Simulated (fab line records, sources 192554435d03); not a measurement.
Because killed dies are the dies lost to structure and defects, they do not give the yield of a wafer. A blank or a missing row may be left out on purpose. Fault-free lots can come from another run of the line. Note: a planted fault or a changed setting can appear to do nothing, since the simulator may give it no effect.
fab line records ; flow n5Finfet
record: lots: 6; wafers: 18; lastDay: 17
route steps=1938 shown MIM_BOT_ETCH@1868 PASS1_CAP@1873 TV_LITHO@1875
lots with no fault: from the same line, run without faults
startH: hours from the record's opening day to when the first of the lot's shown wafers began ; waitH: hours since the lot's step before ; " unchanged from the row above ; L1.1+2: a row that stands for several wafers ; - no value, or no start given ; * or withheld: withheld ; < > ~ a bound
route shown NAME@n: NAME is a module with steps in the file, n the number in the route of the first one ; usual: average and standard deviation across the fault-free wafers ; same: alike in all rows ; chamber/n: place in a boat ; sites: readings site by site ; _std_site: the standard deviation of these ; _edge_site: mean of outer sites minus mean of inner sites ; radiusMm: for every site, how far away it sits from the centre of the wafer ; mask NAME#n: copy n ; behind: the tool/chamber that last shaped the wafer ; hold: cause of the lot's hold/its duration in hours/its outcome ; device: names the non-switching transistor (n, p or np) ; end of line: at the end of the route, the tests of the same wafers ; where a step has no rows: the recipe by itself ; killed: dies lost to structure and defects at the first sort, not the wafer's yield ; map: the dies of a wafer, with x for killed, . for not killed, _ for no die there
set.NAME: the run value of the setting; set.NAME@STEP: its run value at that earlier step ; model.NAME: the simulator's own value behind a step, which no gauge read
lots at some steps of the route; a table a step, a row a wafer
services: the hour from which a tool's chamber was out of use, counted from the record's first day as startH (under 0 if before that day), plus the number of hours and why
== steps ==
step: N5_MIM_BOT_ETCH_ETCH_00
recipe: chemistry: Cl2/BCl3; target: TiN; targetDepthA: 455; ionEnergyEv: 150; pressureMtorr: 10; icpW: 1000; biasW: 126; Cl2_flow_sccm: 53.25; bcl3FlowSccm: 21.75; Ar_flow_sccm: 25
usual: bcl3FlowSccm: 21.76/0.061; biasW: 125.9/0.36; drypumpMotorCurrentA: 6.0/0.44; oesProductAu: 0.78/0.039; rfFwdPowerW: 994.0/2.7; throttleValvePct: 21.96/0.19
lot.wafer;tool;chamber;startH;waitH;bcl3FlowSccm;biasW;drypumpMotorCurrentA;oesProductAu;rfFwdPowerW;rfHoursCounterH;throttleValvePct
L486.1;rieMetal-01;1;265.79;0.1;21.80;125.7;5.8;0.77;995.8;42;21.96
L486.2;rieMetal-01;0;265.79;0.1;21.78;126.1;5.8;0.78;994.2;50;21.89
L486.5;rieMetal-01;1;265.79;0.1;21.84;125.1;5.8;0.77;995.8;-;21.95
L491.1;rieMetal-03;1;298.45;0.1;21.80;125.5;6.1;0.85;997.1;14;22.34
L491.3;rieMetal-03;1;298.45;0.1;21.77;125.2;6.2;0.85;996.2;-;22.33
L491.4;rieMetal-03;0;298.45;0.1;21.76;126.0;6.5;0.80;994.9;-;21.87
L496.1;rieMetal-01;1;323.62;0.1;21.76;126.4;5.8;0.76;997.5;47;21.96
L496.4;rieMetal-01;1;323.62;0.1;21.82;126.0;5.8;0.75;992.8;-;21.97
L496.6;rieMetal-01;1;323.62;0.1;21.71;125.9;5.8;0.76;995.6;-;21.96
L499.2;rieMetal-03;0;347.31;0.1;21.76;126.1;6.5;0.78;990.6;38;21.89
L499.3;rieMetal-03;1;347.31;0.1;21.82;125.1;6.1;0.83;993.2;-;22.35
L499.4;rieMetal-03;0;347.31;0.1;21.86;125.9;6.5;0.79;992.0;-;21.88
L506.1;rieMetal-02;1;386.87;0.1;21.73;125.6;5.2;0.77;990.6;44;21.96
L506.3;rieMetal-02;1;386.87;0.1;21.77;125.9;5.2;0.78;994.1;-;21.96
L506.6;rieMetal-02;0;386.87;0.1;21.79;125.8;6.4;0.72;991.8;-;21.76
L507.2;rieMetal-01;1;395.80;0.1;21.79;126.1;5.8;0.74;992.8;54;21.96
L507.4;rieMetal-01;0;395.80;0.1;21.63;126.7;5.8;0.74;991.4;-;21.91
L507.6;rieMetal-01;1;395.80;0.1;21.80;125.6;5.8;0.73;997.5;-;21.97
step: N5_MIM_BOT_ETCH_STRIP_01
recipe: chemistry: O2; powerW: 600; tempC: 60; pressureMtorr: 30; rfFrequencyHz: 6e+07; biasPowerW: 0; overashFraction: 0.5; o2FlowSccm: 225
usual: drypumpMotorCurrentA: 5.7/0.48; oesProductAu: 0.76/0.074; rfVppV: 3.8/1.3; showerheadPlenumPTorr: 2.12/0.052; throttleValvePct: 16.8/0.3
lot.wafer;tool;chamber;startH;waitH;drypumpMotorCurrentA;oesProductAu;rfHoursCounterH;rfVppV;showerheadPlenumPTorr;throttleValvePct
L486.1;rieDiel-02;0;265.93;0.1;6.5;0.82;89;2.4;2.19;16.7
L486.2;rieDiel-02;3;265.93;0.1;5.9;0.75;152;4.3;2.10;17.0
L486.5;rieDiel-02;2;265.93;0.1;5.1;0.70;-;2.7;2.09;17.2
L491.1;rieDiel-02;0;298.59;0.1;6.5;0.81;102;3.6;2.19;16.7
L491.3;rieDiel-02;1;298.59;0.1;6.3;0.95;11;3.2;2.04;16.0
L491.4;rieDiel-02;2;298.59;0.1;5.1;0.68;226;3.9;2.09;17.2
L496.1;rieDiel-05;0;323.76;0.1;5.5;0.73;172;1.3;2.09;17.1
L496.4;rieDiel-05;1;323.76;0.1;6.2;0.78;140;3.4;2.11;16.9
L496.6;rieDiel-05;3;323.76;0.1;5.5;0.76;-;6.4;2.21;16.7
L499.2;rieDiel-05;2;347.45;0.1;4.9;0.68;248;4.0;2.15;16.6
L499.3;rieDiel-05;0;347.45;0.1;5.5;0.72;181;0.9;2.09;17.0
L499.4;rieDiel-05;3;347.45;0.1;5.5;0.76;149;4.1;2.21;16.7
L506.1;rieDiel-05;2;387.01;0.1;4.9;0.95;3;5.0;2.15;16.1
L506.3;rieDiel-05;3;387.01;0.1;5.4;0.72;165;8.5;2.21;16.8
L506.6;rieDiel-05;0;387.01;0.1;5.5;0.71;-;3.0;2.09;17.1
L507.2;rieDiel-02;2;395.94;0.1;5.1;1.00;2;2.3;2.08;16.8
L507.4;rieDiel-02;0;395.94;0.1;6.5;0.76;134;3.0;2.18;16.8
L507.6;rieDiel-02;2;395.94;0.1;5.1;0.98;-;4.4;2.08;16.8
step: N5_MIM_BOT_ETCH_STRIP_02
recipe: chemistry: postEtchResidueRemover; timeS: 1200; tempC: 72.5
step: N5_MIM_BOT_ETCH_CLEAN_05
recipe: chemistry: IPA; timeS: 180; tempC: 25
step: N5_MIM_BOT_ETCH_SRD_06
recipe: dry: ipaMarangoni; timeS: 30; tempC: 23; rinseLiquid: diw
step: N5_PASSIVATION_PECVD_55
recipe: material: SiO2; targetThkA: 4000; tempC: 400; precursor: SiH4/N2O; pressureTorr: 2.7; rfW: 608; timeS: 22.5
usual: chamberPressureTorr: 2.700/0.0056; heaterPowerW: 668/92; rfFwdPowerW: 599.8/2.6; showerheadPlenumPTorr: 8.12/0.054; susceptorTempC: 399.98/0.23; throttleValvePct: 50/4.4
lot.wafer;tool;chamber;startH;waitH;chamberPressureTorr;heaterPowerW;rfFwdPowerW;showerheadPlenumPTorr;susceptorTempC;throttleValvePct
L486.1;pecvd-02;2;266.43;0.0;2.700;545;599.2;8.10;400.04;48
L486.2;pecvd-02;0;266.43;0.0;2.696;593;602.1;8.10;400.26;51
L486.5;pecvd-02;0;266.43;0.0;2.698;634;601.2;8.10;400.28;52
L491.1;pecvd-02;0;299.10;0.0;2.709;548;599.7;8.10;400.12;51
L491.3;pecvd-02;1;299.10;0.0;2.691;660;598.8;8.15;400.20;54
L491.4;pecvd-02;1;299.10;0.0;2.696;672;597.3;8.16;399.95;54
L496.1;pecvd-03;2;324.26;0.0;2.697;531;598.0;8.15;399.81;52
L496.4;pecvd-03;1;324.26;0.0;2.699;711;597.5;8.06;399.83;47
L496.6;pecvd-03;2;324.26;0.0;2.700;556;597.4;8.17;399.87;52
L499.2;pecvd-02;2;347.95;0.0;2.697;618;598.9;8.11;399.95;48
L499.3;pecvd-02;0;347.95;0.0;2.694;696;599.5;8.11;400.63;51
L499.4;pecvd-02;0;347.95;0.0;2.693;559;602.1;8.10;400.42;51
L506.1;pecvd-03;2;387.55;0.0;2.707;503;598.8;8.16;400.18;52
L506.3;pecvd-03;1;387.55;0.0;2.704;806;599.1;8.06;399.94;47
L506.6;pecvd-03;2;387.55;0.0;2.691;513;597.6;8.13;400.21;53
L507.2;pecvd-01;1;396.48;0.0;2.696;724;602.7;8.07;400.23;59
L507.4;pecvd-01;1;396.48;0.0;2.698;576;605.5;8.09;399.96;60
L507.6;pecvd-01;2;396.48;0.0;2.693;763;600.3;8.23;400.03;45
step: N5_PASSIVATION_PECVD_01
recipe: material: SiNx; targetThkA: 2000; tempC: 400; precursor: SiH4/NH3/N2; pressureTorr: 4.9; rfW: 1406; timeS: 43.2
usual: chamberPressureTorr: 4.900/0.01; heaterPowerW: 383/91; rfFwdPowerW: 1392/5.4; showerheadPlenumPTorr: 8.64/0.039; susceptorTempC: 400.01/0.22; throttleValvePct: 28.6/2.4
lot.wafer;tool;chamber;startH;waitH;chamberPressureTorr;heaterPowerW;rfFwdPowerW;showerheadPlenumPTorr;susceptorTempC;throttleValvePct
L486.1;pecvd-02;2;266.47;0.0;4.903;281;1395;8.60;400.33;26.9
L486.2;pecvd-02;0;266.47;0.0;4.887;389;1395;8.63;399.90;29.0
L486.5;pecvd-02;0;266.47;0.0;4.894;391;1394;8.61;400.05;29.0
L491.1;pecvd-02;0;299.13;0.0;4.876;400;1394;8.64;399.74;29.1
L491.3;pecvd-02;1;299.13;0.0;4.909;297;1396;8.66;399.91;30.5
L491.4;pecvd-02;1;299.13;0.0;4.917;315;1397;8.69;400.08;30.5
L496.1;pecvd-03;2;324.29;0.0;4.893;194;1387;8.68;400.06;29.8
L496.4;pecvd-03;1;324.29;0.0;4.921;555;1392;8.62;399.78;27.2
L496.6;pecvd-03;2;324.29;0.0;4.897;205;1378;8.67;400.16;29.5
L499.2;pecvd-02;2;347.98;0.0;4.896;290;1391;8.62;400.43;27.2
L499.3;pecvd-02;0;347.98;0.0;4.897;417;1393;8.63;399.84;29.2
L499.4;pecvd-02;0;347.98;0.0;4.892;425;1386;8.62;400.08;29.0
L506.1;pecvd-03;2;387.58;0.0;4.890;191;1389;8.66;399.93;29.6
L506.3;pecvd-03;1;387.58;0.0;4.907;543;1396;8.62;399.73;26.9
L506.6;pecvd-03;2;387.58;0.0;4.896;202;1396;8.67;399.82;29.8
L507.2;pecvd-01;1;396.52;0.0;4.898;319;1393;8.60;399.94;33.3
L507.4;pecvd-01;1;396.52;0.0;4.897;335;1397;8.59;399.98;33.5
L507.6;pecvd-01;2;396.52;0.0;4.885;519;1388;8.71;399.93;25.9
step: N5_PASSIVATION_HMDS_03
recipe: timeS: 60; tempC: 120
step: N5_PASSIVATION_COAT_04
recipe: spinRpm: *; resistThkNm: *
step: N5_PASSIVATION_EBR_06
recipe: solvent: PGMEA; ebrWidthMm: 1.5
step: N5_PASSIVATION_SOFTBAKE_05
recipe: tempC: 100; timeS: 90
step: N5_PASSIVATION_EXPOSE_07
recipe: maskId: TV; na: 0.55; sourceShape: conventional; sigmaOuter: 0.8; polarization: unpolarized; defocusNm: 0; targetCdNm: 3000; doseMj: 22.75
step: N5_PASSIVATION_PEB_08
recipe: pebTempC: withheld; pebTimeS: *
usual: chillPlateTempC: *; exhaustPa: 45.2/1; pebTimeS: *; resistLineTempC: *
lot.wafer;tool;chamber;startH;waitH;chillPlateTempC;exhaustPa;pebTimeS;resistLineTempC
L486.1;lithoTrack-05;0;268.54;0.1;*;44.2;*;*
L486.2;lithoTrack-05;0;268.54;0.1;*;44.4;*;*
L486.5;lithoTrack-05;0;268.54;0.1;*;42.9;*;*
L491.1;lithoTrack-05;0;299.37;0.1;*;45.4;*;*
L491.3;lithoTrack-05;0;299.37;0.1;*;46.4;*;*
L491.4;lithoTrack-05;0;299.37;0.1;*;44.4;*;*
L496.1;lithoTrack-03;0;324.54;0.1;*;46.8;*;*
L496.4;lithoTrack-03;0;324.54;0.1;*;45.6;*;*
L496.6;lithoTrack-03;0;324.54;0.1;*;45.0;*;*
L499.2;lithoTrack-02;0;348.38;0.0;*;44.4;*;*
L499.3;lithoTrack-02;0;348.38;0.0;*;43.9;*;*
L499.4;lithoTrack-02;0;348.38;0.0;*;44.6;*;*
L506.1;lithoTrack-03;-;387.83;0.1;-;-;-;-
L506.3;lithoTrack-03;-;387.83;0.1;-;-;-;-
L506.6;lithoTrack-03;-;387.83;0.1;-;-;-;-
L507.2;lithoTrack-03;-;400.26;0.0;-;-;-;-
L507.4;lithoTrack-03;-;400.26;0.0;-;-;-;-
L507.6;lithoTrack-03;-;400.26;0.0;-;-;-;-
step: N5_PASSIVATION_DEVELOP_09
recipe: developTimeS: 60; rinseLiquid: diw; dry: airSpin; devTempC: 21
== services ==
tool;chamber;startH;hours;kind
rieMetal-03;-;249.95;2.8;pm
rieDiel-02;1;251.75;-;clean
rieDiel-02;1;251.75;-;consumableReplace:focusRing
rieDiel-02;1;251.75;19.5;scheduledDown
rieDiel-02;1;251.75;19.5;ventCycle
pecvd-01;0;276.77;4.4;repair
rieMetal-02;-;293.03;1.4;pm
rieDiel-05;3;300.97;6.5;repair
pecvd-03;-;305.30;1.0;repair
lithoTrack-03;-;305.49;-;consumableReplace:filter
rieDiel-02;0;313.14;13.1;repair
pecvd-03;-;330.53;1.1;repair
pecvd-02;0;342.26;4.8;repair
rieDiel-05;2;352.60;-;clean
rieDiel-05;2;352.60;-;consumableReplace:focusRing
rieDiel-05;2;352.60;25.6;scheduledDown
rieDiel-05;2;352.60;25.6;ventCycle
rieDiel-02;2;364.55;-;clean
rieDiel-02;2;364.55;-;consumableReplace:focusRing
rieDiel-02;2;364.55;25.3;scheduledDown
pecvd-03;2;377.92;5.5;scheduledDown
pecvd-02;0;380.25;5.5;scheduledDown
rieDiel-05;1;399.02;4.6;repair
pecvd-03;1;400.07;2.1;scheduledDown
== key ==
firstSign: step: N5_PASSIVATION_PEB_08; reading: toolRecord; direction: missing
effect none on later readings
metAt N5_PASSIVATION_PEB_08
struckWafers L506.1,L506.3,L506.6,L507.2,L507.4,L507.6
laterRowsLeftOut L506.1,L506.3,L506.6,L507.2,L507.4,L507.6
sortLeftOut L506.1,L506.3,L506.6,L507.2,L507.4,L507.6
onsetBetween 324.54 387.83
fault: kind: skippedStepWhole; tool: lithoTrack-03; chamber: -; onsetH: 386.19; steps: N5_PASSIVATION_PEB_08; scope: struckLotsOnly
sortLeftOut: the simulated sort isn't trusted on such a fault, so these wafers' sort isn't shown, and their yield isn't known
laterRowsLeftOut: the simulator's readings of these wafers behind a module that went badly wrong aren't trusted and aren't shown, but for the sort
